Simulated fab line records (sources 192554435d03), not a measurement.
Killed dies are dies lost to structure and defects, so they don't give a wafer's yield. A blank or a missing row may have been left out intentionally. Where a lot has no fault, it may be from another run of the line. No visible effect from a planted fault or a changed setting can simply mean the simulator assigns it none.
Matching of chambers ; flow n5 finfet ; N5_BEOL_M6_CURE_75 on uv cure-01 has 3 sister chambers
The step cures SiCOH lowk, time 120 s. 17 wafers are shown with their chamber, then 8 later ones without.

## WAFERS PAIRED WITH THEIR CHAMBERS
wafer;chamber;wafer_temp_C_max;lamp power pct (%)
L893.3;2;371.7;52.38
L893.5;2;372.2;52.32
L895.1;1;370.9;52.34
L895.2;1;371.0;52.30
L895.3;1;371.2;52.33
L897.1;0;372.6;52.38
L897.4;0;373.1;52.23
L897.6;0;371.8;52.29
L899.1;1;370.7;52.29
L899.2;1;371.0;52.30
L899.3;1;370.9;52.38
L901.2;2;372.4;52.25
L901.5;2;371.8;52.26
L901.6;2;372.1;52.27
L904.1;1;371.3;52.34
L904.4;1;371.0;52.37
L909.2;1;370.4;52.33

SIGNATURES (means of the wafers above)
reading;chamber 0;chamber 1;chamber 2;scatter within a chamber
wafer_temp_C_max;372.500;370.933;372.040;0.354
lamp power pct;52.3000;52.3311;52.2960;0.0469
Rule: for each reading, subtract the chamber's mean from the wafer's reading, divide by that reading's scatter and square the result; add these up over the readings and take the root, which gives the wafer's distance from the chamber. If the next closest chamber is less than 2 further off than the closest, the wafer can't be placed; otherwise it belongs to the closest. The scatter is the square root of a quotient: the sum, over the shown wafers, of each reading's squared deviation from its chamber's mean, divided by wafers minus chambers.

## WAFERS WHOSE CHAMBER IS MISSING
wafer;wafer_temp_C_max;lamp power pct (%)
L909.4;371.3;52.36
L909.5;370.9;52.31
L913.2;371.8;52.33
L913.3;372.3;52.26
L913.5;372.6;52.26
L914.2;372.7;52.34
L914.4;372.8;52.34
L914.6;372.6;52.33

## WHICH CHAMBER EACH WENT THROUGH
wafer;from the rows above;in truth
L909.4;can't be placed: 1 or 2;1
L909.5;1;1
L913.2;can't be placed: 2 or 0 or 1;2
L913.3;can't be placed: 0 or 2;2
L913.5;can't be placed: 0 or 2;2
L914.2;can't be placed: 0 or 2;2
L914.4;can't be placed: 0 or 2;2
L914.6;can't be placed: 0 or 2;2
Placed correctly: 1 of 8. These rows do not allow placing 7 (true chamber among the candidates in 7). Wrongly placed: 0.
